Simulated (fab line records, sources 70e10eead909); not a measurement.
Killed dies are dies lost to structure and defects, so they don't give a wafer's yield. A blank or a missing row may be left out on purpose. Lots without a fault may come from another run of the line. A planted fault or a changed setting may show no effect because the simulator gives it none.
One fault seen from 2 desks | flow nand_harc | each desk has only its own numbers; what lay behind them comes last

THE METROLOGY DESK
What the gauges read, lot by lot, whatever tool the lot ran on: means of the sampled wafers that have a number. A lot is out of limits, marked OUT, if its mean lies more than 4 standard deviations from the usual mean; the brackets give that distance.
Columns: A = cd_nm at NHARC_P_BONDPAD_CD_MEAS_09, usual 501.0 nm; B = cd_nm at NHARC_P_BONDPAD_CD_MEAS_13, usual 500.5 nm
lot  | first seen here | A     | B
L420 | day 7 02:38     | 501.3 | 502.2
L421 | day 7 11:57     | 500.2 | 499.7
L422 | day 8 01:01     | 496.4 | 496.8
L423 | day 8 04:50     | 503.0 | 502.6
L424 | day 8 20:38     | 500.8 | 500.1
L425 | day 8 21:55     | 499.3 | 500.4
L426 | day 9 13:42     | 504.3 | 503.3
L430 | day 11 07:13    | 501.9 | 501.4
L432 | day 11 20:31    | 499.2 | 497.9
L433 | day 12 17:54    | 502.0 | 500.7
L439 | day 14 23:10    | 502.5 | 502.2
L440 | day 15 02:54    | 503.9 | 502.6
L441 | day 15 21:53    | 500.1 | 499.2
L442 | day 16 01:41    | 498.6 | 498.5
This desk's finding: nothing out of limits on any of the 14 lots.

THE TOOL OWNER'S DESK: rie_diel-11
The tool's own readings at NHARC_P_BONDPAD_ETCH_12 (etches the open film in CHF3/O2, target depth 200 nm, time 100 s): means of the sampled wafers that have a number, for each lot that ran on this tool. A lot is out of limits, marked OUT, if its mean lies more than 4 standard deviations from the usual mean; the brackets give that distance.
Columns: A = drypump_motor_current_A at NHARC_P_BONDPAD_ETCH_12, usual 5.8 A; B = oes_product_au at NHARC_P_BONDPAD_ETCH_12, usual 0.940 a.u.; C = rf_fwd_power_W at NHARC_P_BONDPAD_ETCH_12, usual 496.9 W; D = rf_vpp_V at NHARC_P_BONDPAD_ETCH_12, usual 369.8 V; E = run_length_s at NHARC_P_BONDPAD_ETCH_12, usual 121.2 s; F = showerhead_plenum_p_Torr at NHARC_P_BONDPAD_ETCH_12, usual 2.37 Torr; G = throttle_valve_pct at NHARC_P_BONDPAD_ETCH_12, usual 20.573 %
lot  | first seen here | A   | B     | C     | D     | E               | F    | G
L420 | day 7 03:01     | 5.7 | 0.964 | 496.1 | 369.5 | 120.9           | 2.36 | 20.578
L424 | day 8 21:02     | 5.6 | 0.912 | 495.8 | 369.8 | 121.2           | 2.34 | 20.572
L425 | day 8 22:18     | 5.7 | 0.923 | 498.0 | 368.8 | 121.1           | 2.37 | 20.576
L430 | day 11 07:37    | 5.8 | 0.911 | 495.0 | 370.3 | 116.5 (-11) OUT | 2.38 | 20.580
L433 | day 12 18:17    | 5.8 | 0.909 | 495.1 | 370.0 | 116.7 (-11) OUT | 2.38 | 20.572
L440 | day 15 03:17    | 6.0 | 0.918 | 498.0 | 371.8 | 121.4           | 2.48 | 20.569
This desk's finding: out of limits on L430, L433; first on L430, day 11 07:37 (run_length_s at NHARC_P_BONDPAD_ETCH_12). In limits: L420, L424, L425, L440.

PUT TOGETHER
The tool owner's desk could have raised an alarm at day 11 07:37, on L430, L433.
The metrology desk saw nothing out of limits.
The metrology desk has L430, L433 on record, within its limits.
Of the lots named, all ran NHARC_P_BONDPAD_ETCH_12 on rie_diel-11.

WHAT THE SIMULATOR HAD PUT IN
Process parameter drift: rie_diel-11, from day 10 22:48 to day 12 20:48, at NHARC_P_BONDPAD_ETCH_12. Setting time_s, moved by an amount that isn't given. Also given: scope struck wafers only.
Lots struck among those shown: L430, L433.
Hours from the fault's start to each desk's first reading out of limits: the tool owner's desk, 9.
